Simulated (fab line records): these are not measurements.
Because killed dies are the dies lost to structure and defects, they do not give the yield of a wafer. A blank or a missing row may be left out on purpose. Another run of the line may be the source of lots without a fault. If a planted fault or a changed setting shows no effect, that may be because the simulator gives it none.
Chamber matching / flow n5_finfet / rie_diel-04 running N5_BEOL_M8_STRIP_67: 4 sister chambers
The step strips in CF4. 4 wafers are shown with their chamber, then 12 later ones without.

== WAFERS WITH THEIR CHAMBER ==
wafer=L081.2; chamber=1; showerhead_plenum_p_Torr (Torr)=1.80
wafer=L081.5; chamber=2; showerhead_plenum_p_Torr (Torr)=1.72
wafer=L084.1; chamber=0; showerhead_plenum_p_Torr (Torr)=1.78
wafer=L084.6; chamber=3; showerhead_plenum_p_Torr (Torr)=1.89

== WAFERS WITH NO CHAMBER GIVEN ==
wafer=L089.2; showerhead_plenum_p_Torr (Torr)=1.80
wafer=L089.3; showerhead_plenum_p_Torr (Torr)=1.71
wafer=L089.6; showerhead_plenum_p_Torr (Torr)=1.71
wafer=L092.1; showerhead_plenum_p_Torr (Torr)=1.88
wafer=L092.2; showerhead_plenum_p_Torr (Torr)=1.78
wafer=L092.6; showerhead_plenum_p_Torr (Torr)=1.78
wafer=L095.2; showerhead_plenum_p_Torr (Torr)=1.79
wafer=L095.5; showerhead_plenum_p_Torr (Torr)=1.79
wafer=L095.6; showerhead_plenum_p_Torr (Torr)=1.78
wafer=L097.2; showerhead_plenum_p_Torr (Torr)=1.77
wafer=L097.3; showerhead_plenum_p_Torr (Torr)=1.79
wafer=L097.6; showerhead_plenum_p_Torr (Torr)=1.88

== EACH ONE'S CHAMBER ==
wafer=L089.2; from the rows above=1; in truth=1
wafer=L089.3; from the rows above=2; in truth=2
wafer=L089.6; from the rows above=2; in truth=2
wafer=L092.1; from the rows above=3; in truth=3
wafer=L092.2; from the rows above=0; in truth=0
wafer=L092.6; from the rows above=0; in truth=0
wafer=L095.2; from the rows above=can't be placed: 0 or 1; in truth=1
wafer=L095.5; from the rows above=can't be placed: 0 or 1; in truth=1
wafer=L095.6; from the rows above=0; in truth=0
wafer=L097.2; from the rows above=0; in truth=0
wafer=L097.3; from the rows above=can't be placed: 0 or 1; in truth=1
wafer=L097.6; from the rows above=3; in truth=3
Correctly placed: 9 of 12. Can't be placed from these rows: 3 (the true chamber is among the candidates in 3). Wrongly placed: 0.
How it was worked out, from the rows above alone: a wafer's distance from a chamber is the root of the sum, over the readings, of the square of ((its reading less the chamber's mean) divided by the reading's scatter). The wafer belongs to the nearest chamber; if the next one is less than 2 further off, it can't be placed. For every chamber, the mean is computed from those of its wafers that are shown. The scatter: root of mean squared gap, hidden wafer to nearest shown wafer, with one shown wafer a chamber.
